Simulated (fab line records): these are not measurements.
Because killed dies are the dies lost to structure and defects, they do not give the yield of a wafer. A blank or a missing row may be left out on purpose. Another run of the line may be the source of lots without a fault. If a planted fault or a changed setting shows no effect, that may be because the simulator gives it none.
The tool behind it: which one? | flow nand-harc | 22 lots (66 wafers sampled), 1 step of a 1159-step route

## WHAT THE GAUGES READ, wafer by wafer
NHARC_P_CONTACT_CD_MEAS_19. Usual: cd-nm 90.5 nm, standard deviation 2.5.
lot  | measured     | on        | cd-nm (nm)     | flag
L074 | day 5 14:50  | cd-sem-03 | 93.2 90.3 89.0 |
L075 | day 5 20:26  | cd-sem-03 | 91.4 87.5 91.7 |
L076 | day 5 21:37  | cd-sem-03 | 91.6 90.6 87.6 |
L077 | day 6 08:30  | cd-sem-01 | 90.5 90.3 91.5 |
L079 | day 6 21:50  | cd-sem-02 | 86.9 90.5 86.2 |
L080 | day 7 05:58  | cd-sem-02 | 90.4 93.0 91.5 |
L081 | day 7 12:41  | cd-sem-03 | 89.6 94.6 93.6 |
L082 | day 7 13:37  | cd-sem-03 | 91.0 89.3 92.4 |
L083 | day 8 03:02  | cd-sem-01 | 89.4 90.3 91.7 |
L084 | day 8 03:33  | cd-sem-01 | 90.4 89.6 87.1 |
L087 | day 8 18:29  | cd-sem-02 | 90.5 90.1 90.0 |
L086 | day 8 18:53  | cd-sem-02 | 90.8 89.7 92.7 |
L088 | day 9 02:07  | cd-sem-01 | 89.1 95.4 91.5 |
L089 | day 9 11:55  | cd-sem-02 | 87.6 89.2 86.0 |
L090 | day 9 19:13  | cd-sem-03 | 93.6 86.5 89.4 |
L091 | day 9 19:20  | cd-sem-02 | 95.4 89.2 90.0 |
L092 | day 10 05:35 | cd-sem-03 | 88.2 85.4 89.2 |
L093 | day 10 09:31 | cd-sem-01 | 89.8 91.5 89.3 |
L094 | day 10 09:55 | cd-sem-02 | 96.4 91.8 94.2 |
L096 | day 10 21:27 | cd-sem-03 | 84.7 92.2 90.0 |
L095 | day 10 22:13 | cd-sem-02 | 92.8 89.9 96.0 |
L097 | day 11 03:45 | cd-sem-03 | 89.4 94.5 90.5 |

## EACH LOT AND THE TOOL THAT RAN IT (in order: tool; ch and the chambers of the sampled wafers; start)
There is no process step in the record ahead of these readings.

## WHAT THE TOOLS THEMSELVES READ (means of the sampled wafers that have a number; where no wafer has one, the mark that the record gives instead)
The record holds no such reading with a usual standard deviation.

## THE ANSWER, worked out from the rows above alone
Rule: lot off if the mean of its wafers having a number is beyond 3 standard deviations from the usual mean. A lot without any number at a reading at which 4 lots or more have one is off too. All remaining lots with rows at the step are treated as sound. The gauges are gone through in route order, then the tools' own readings, and for those a lot's mean is taken as printed above. At the first step where some lot is off, the reading lying furthest off is the one used; lots without a number count as furthest.
Across all readings shown, no lot is off: no conclusion can be drawn from this.

## WHAT THE SIMULATOR HAD INSERTED
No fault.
